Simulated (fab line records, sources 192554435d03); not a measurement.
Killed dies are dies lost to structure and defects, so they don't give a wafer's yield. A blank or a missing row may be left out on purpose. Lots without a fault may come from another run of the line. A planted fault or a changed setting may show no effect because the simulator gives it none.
Tool commonality check | flow n5_finfet | 8 lots, 24 wafers sampled

WHY IT WAS OPENED
At N5_SD_ACTIVATION_RS_MEAS_03 the reading RS_SD_P is flagged on 3 of 8 lots. Wafers without a fault read 56.3 ohm/sq, standard deviation 0.82.
Rule: a lot is flagged when every wafer of it that has a number lies more than 4 standard deviations from that mean, or none has a number. The other lots count as sound.

lot  | measured    | on            | RS_SD_P (ohm/sq), wafer by wafer | flag
L872 | day 3 15:18 | film_metro-02 | 56.0 55.7 56.4                   |
L873 | day 3 22:29 | film_metro-02 | 56.3 57.2 57.3                   |
L886 | day 7 03:01 | film_metro-01 | 115.0 114.1 114.5                | FLAGGED
L888 | day 7 22:59 | film_metro-02 | 113.3 111.8 113.8                | FLAGGED
L891 | day 8 04:34 | film_metro-01 | 117.4 117.9 115.8                | FLAGGED
L893 | day 8 16:19 | film_metro-02 | 54.4 55.3 54.7                   |
L894 | day 9 01:08 | film_metro-01 | 56.9 57.0 56.4                   |
L895 | day 9 05:08 | film_metro-02 | 55.6 55.6 55.7                   |
The numbers of the flagged lots are 114.8 ohm/sq on average: +58.5 ohm/sq against the usual, or +71 standard deviations.

WHICH TOOL RAN EACH LOT
The record holds 4 process steps before the reading, out of a route of 1938 steps. In each cell: the tool, then ch and the chambers that the sampled wafers went through, then the start.
lot  | flag    | N5_SD_EPI_P_ETCH_37               | N5_SD_EPI_P_ETCH_47               | N5_SD_EPI_P_ETCH_16               | N5_SD_EPI_P_EPI_21
L872 |         | rie_diel-02 ch 1,2,3, day 3 10:16 | rie_diel-02 ch 1,2,3, day 3 10:41 | rie_diel-02 ch 1,2,3, day 3 10:47 | epi_rpcvd-01 ch 0, day 3 11:38
L873 |         | rie_diel-06 ch 2,3, day 3 17:32   | rie_diel-06 ch 2,3, day 3 17:58   | rie_diel-06 ch 2,3, day 3 18:04   | epi_rpcvd-01 ch 0, day 3 19:23
L886 | FLAGGED | rie_diel-06 ch 0,2,3, day 6 22:58 | rie_diel-06 ch 0,2,3, day 6 23:23 | rie_diel-06 ch 0,2,3, day 6 23:29 | epi_rpcvd-01 ch 0, day 7 00:13
L888 | FLAGGED | rie_diel-01 ch 1,2,3, day 7 16:47 | rie_diel-01 ch 1,2,3, day 7 17:13 | rie_diel-01 ch 1,2,3, day 7 17:19 | epi_rpcvd-01 ch 0, day 7 18:23
L891 | FLAGGED | rie_diel-02 ch 0,3, day 7 23:54   | rie_diel-02 ch 0,3, day 8 00:20   | rie_diel-02 ch 0,3, day 8 00:26   | epi_rpcvd-01 ch 0, day 8 01:11
L893 |         | rie_diel-06 ch 0,1,3, day 8 12:03 | rie_diel-06 ch 0,1,3, day 8 12:29 | rie_diel-06 ch 0,1,3, day 8 12:35 | epi_rpcvd-02 ch 0, day 8 13:29
L894 |         | rie_diel-01 ch 1,2,3, day 8 20:43 | rie_diel-01 ch 1,2,3, day 8 21:08 | rie_diel-01 ch 1,2,3, day 8 21:14 | epi_rpcvd-04 ch 0, day 8 22:20
L895 |         | rie_diel-06 ch 1,2,3, day 9 01:05 | rie_diel-06 ch 1,2,3, day 9 01:31 | rie_diel-06 ch 1,2,3, day 9 01:37 | epi_rpcvd-02 ch 0, day 9 02:20
What these steps do:
- N5_SD_EPI_P_ETCH_37: etches SOC in N2/H2, overetch 108 nm, time 486 s.
- N5_SD_EPI_P_ETCH_47: etches SiOCN in CH3F/O2, target depth 25 nm.
- N5_SD_EPI_P_ETCH_16: etches SiO2 in CHF3/O2, target depth 5 nm.
- N5_SD_EPI_P_EPI_21: deposits SiGe:B, time 355 s.
- N5_SD_ACTIVATION_RS_MEAS_03: measures by four-point-probe.

FLAGGED OVER TOTAL, TOOL BY TOOL (the gauges that took the reading come last)
step                        | tool          | lots run | flagged | share of the flagged lots | sound lots run after its first flagged lot
N5_SD_EPI_P_ETCH_37         | rie_diel-01   | 2        | 1       | some                      | 1 (L894)
N5_SD_EPI_P_ETCH_37         | rie_diel-02   | 2        | 1       | some                      | 0
N5_SD_EPI_P_ETCH_37         | rie_diel-06   | 4        | 1       | some                      | 2 (L893,L895)
N5_SD_EPI_P_ETCH_47         | rie_diel-01   | 2        | 1       | some                      | 1 (L894)
N5_SD_EPI_P_ETCH_47         | rie_diel-02   | 2        | 1       | some                      | 0
N5_SD_EPI_P_ETCH_47         | rie_diel-06   | 4        | 1       | some                      | 2 (L893,L895)
N5_SD_EPI_P_ETCH_16         | rie_diel-01   | 2        | 1       | some                      | 1 (L894)
N5_SD_EPI_P_ETCH_16         | rie_diel-02   | 2        | 1       | some                      | 0
N5_SD_EPI_P_ETCH_16         | rie_diel-06   | 4        | 1       | some                      | 2 (L893,L895)
N5_SD_EPI_P_EPI_21          | epi_rpcvd-01  | 5        | 3       | all                       | 0
N5_SD_EPI_P_EPI_21          | epi_rpcvd-02  | 2        | 0       | none                      | -
N5_SD_EPI_P_EPI_21          | epi_rpcvd-04  | 1        | 0       | none                      | -
N5_SD_ACTIVATION_RS_MEAS_03 | film_metro-01 | 3        | 2       | some                      | 1 (L894)
N5_SD_ACTIVATION_RS_MEAS_03 | film_metro-02 | 5        | 1       | some                      | 2 (L893,L895)

WHAT THE TABLE ALLOWS
1 row of the table ran every flagged lot: epi_rpcvd-01 at N5_SD_EPI_P_EPI_21.
- epi_rpcvd-01 at N5_SD_EPI_P_EPI_21: 3 of its 5 lots flagged. Its last sound lot is L873 (day 3 19:23), its first flagged lot L886 (day 7 00:13): a fault that began between those two fits.
One tool is left: epi_rpcvd-01 at N5_SD_EPI_P_EPI_21.

WHAT THE SIMULATOR HAD PUT IN
Process parameter drift: epi_rpcvd-01, from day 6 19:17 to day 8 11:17, at N5_SD_EPI_P_EPI_21. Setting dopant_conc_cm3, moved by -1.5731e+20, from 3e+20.
Lots struck among those shown: L886, L888, L891. The rule above found the same.
